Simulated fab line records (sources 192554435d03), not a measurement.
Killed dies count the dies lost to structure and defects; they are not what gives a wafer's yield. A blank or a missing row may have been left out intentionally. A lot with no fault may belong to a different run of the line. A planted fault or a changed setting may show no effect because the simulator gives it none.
Split-lot experiment || flow n5 finfet || 7 lots, 21 wafers read, on a route of 1938 steps

ON THE SPLIT
At N5_BEOL_M3_COAT_68 (time 60 s, resist thk 12 nm), the setting spin rpm was moved away from the recipe's 1500 rpm on 8 of the 21 wafers read, by -8.2% to +5.9%. All remaining wafers had this setting at the recipe value.

FROM THE SPLIT TO THE READING: what the file shows between them, 4 steps
- N5_BEOL_M3_COAT_76: time 60 s, resist thk 5 nm
- N5_BEOL_M3_COAT_22: resist thk 30 nm
- N5_BEOL_M3_DESCUM_33: chemistry O2, time 7 s
- N5_BEOL_M3_ETCH_77: etches underlayer in N2/H2, target depth 6.5 nm, time 5.2 s

THE READING
etch.depth nm (the simulator's own value, which no gauge read), in nm, at N5_BEOL_M3_ETCH_69 (etches SiARC in CF4, target depth 15.6 nm, time 26 s). The file gives no usual value for it. The 13 wafers here that ran the recipe average 11.99 nm, standard deviation 0.034 nm.

{"wafer": "L074.1", "tool, chamber at the split": "litho track-03, 0", "spin rpm as run, rpm": 1577, "against the recipe": "+5.1%", "etch.depth nm, nm": 11.73, "against lot-mates on the recipe": -0.28}
{"wafer": "L074.2", "tool, chamber at the split": "litho track-03, 0", "spin rpm as run, rpm": 1577, "against the recipe": "+5.1%", "etch.depth nm, nm": 11.71, "against lot-mates on the recipe": -0.30}
{"wafer": "L074.3", "tool, chamber at the split": "litho track-03, 0", "spin rpm as run, rpm": 1500, "against the recipe": "recipe", "etch.depth nm, nm": 12.01, "against lot-mates on the recipe": "-"}
{"wafer": "L079.2", "tool, chamber at the split": "litho track-03, 0", "spin rpm as run, rpm": 1500, "against the recipe": "recipe", "etch.depth nm, nm": 11.98, "against lot-mates on the recipe": "-"}
{"wafer": "L079.4", "tool, chamber at the split": "litho track-03, 0", "spin rpm as run, rpm": 1500, "against the recipe": "recipe", "etch.depth nm, nm": 12, "against lot-mates on the recipe": "-"}
{"wafer": "L079.6", "tool, chamber at the split": "litho track-03, 0", "spin rpm as run, rpm": 1500, "against the recipe": "recipe", "etch.depth nm, nm": 11.96, "against lot-mates on the recipe": "-"}
{"wafer": "L083.2", "tool, chamber at the split": "litho track-05, 0", "spin rpm as run, rpm": 1500, "against the recipe": "recipe", "etch.depth nm, nm": 12, "against lot-mates on the recipe": "-"}
{"wafer": "L083.3", "tool, chamber at the split": "litho track-05, 0", "spin rpm as run, rpm": 1500, "against the recipe": "recipe", "etch.depth nm, nm": 11.99, "against lot-mates on the recipe": "-"}
{"wafer": "L083.4", "tool, chamber at the split": "litho track-05, 0", "spin rpm as run, rpm": 1500, "against the recipe": "recipe", "etch.depth nm, nm": 11.98, "against lot-mates on the recipe": "-"}
{"wafer": "L087.4", "tool, chamber at the split": "litho track-05, 0", "spin rpm as run, rpm": 1500, "against the recipe": "recipe", "etch.depth nm, nm": 12.01, "against lot-mates on the recipe": "-"}
{"wafer": "L087.5", "tool, chamber at the split": "litho track-05, 0", "spin rpm as run, rpm": 1552, "against the recipe": "+3.5%", "etch.depth nm, nm": 11.81, "against lot-mates on the recipe": -0.20}
{"wafer": "L087.6", "tool, chamber at the split": "litho track-05, 0", "spin rpm as run, rpm": 1552, "against the recipe": "+3.5%", "etch.depth nm, nm": 11.8, "against lot-mates on the recipe": -0.21}
{"wafer": "L092.1", "tool, chamber at the split": "litho track-05, 0", "spin rpm as run, rpm": 1500, "against the recipe": "recipe", "etch.depth nm, nm": 12.05, "against lot-mates on the recipe": "-"}
{"wafer": "L092.3", "tool, chamber at the split": "litho track-05, 0", "spin rpm as run, rpm": 1589, "against the recipe": "+5.9%", "etch.depth nm, nm": 11.71, "against lot-mates on the recipe": -0.34}
{"wafer": "L092.4", "tool, chamber at the split": "litho track-05, 0", "spin rpm as run, rpm": 1500, "against the recipe": "recipe", "etch.depth nm, nm": 12.06, "against lot-mates on the recipe": "-"}
{"wafer": "L094.3", "tool, chamber at the split": "litho track-02, 0", "spin rpm as run, rpm": 1500, "against the recipe": "recipe", "etch.depth nm, nm": 11.94, "against lot-mates on the recipe": "-"}
{"wafer": "L094.5", "tool, chamber at the split": "litho track-02, 0", "spin rpm as run, rpm": 1500, "against the recipe": "recipe", "etch.depth nm, nm": 11.96, "against lot-mates on the recipe": "-"}
{"wafer": "L094.6", "tool, chamber at the split": "litho track-02, 0", "spin rpm as run, rpm": 1500, "against the recipe": "recipe", "etch.depth nm, nm": 11.96, "against lot-mates on the recipe": "-"}
{"wafer": "L095.1", "tool, chamber at the split": "litho track-02, 0", "spin rpm as run, rpm": 1377, "against the recipe": "-8.2%", "etch.depth nm, nm": 12.51, "against lot-mates on the recipe": "no lot-mate on the recipe"}
{"wafer": "L095.3", "tool, chamber at the split": "litho track-02, 0", "spin rpm as run, rpm": 1377, "against the recipe": "-8.2%", "etch.depth nm, nm": 12.53, "against lot-mates on the recipe": "no lot-mate on the recipe"}
{"wafer": "L095.4", "tool, chamber at the split": "litho track-02, 0", "spin rpm as run, rpm": 1377, "against the recipe": "-8.2%", "etch.depth nm, nm": 12.48, "against lot-mates on the recipe": "no lot-mate on the recipe"}

THE FIT
A straight line over all 21 wafers: etch.depth nm changes by -0.0587 nm for each +1% of spin rpm; r = -0.99; the points scatter about the line by 0.035 nm.
The same after taking each lot's own level away (the mean of its wafers on the recipe; 18 wafers): -0.0575 nm for each +1%; r = -1.00; scatter 0.01 nm.
On that fit, the largest move of spin rpm shifts the reading by 0.47 nm.
From 11.953 to 12.055 nm: that is the span of the lots' own levels, equal to 3.0 times the standard deviation above.
So the lot-to-lot level changes the slope little: the two slopes agree.
Check: for one of the wafers moved furthest among these (+5.9%), held out of the fit, the line's prediction against its lot-mates is -0.34 nm. It came out at -0.345 nm against them.

THE FILE'S OWN FIT
etch.depth nm changes by -0.0577 nm for each +1% of spin rpm, r = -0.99.
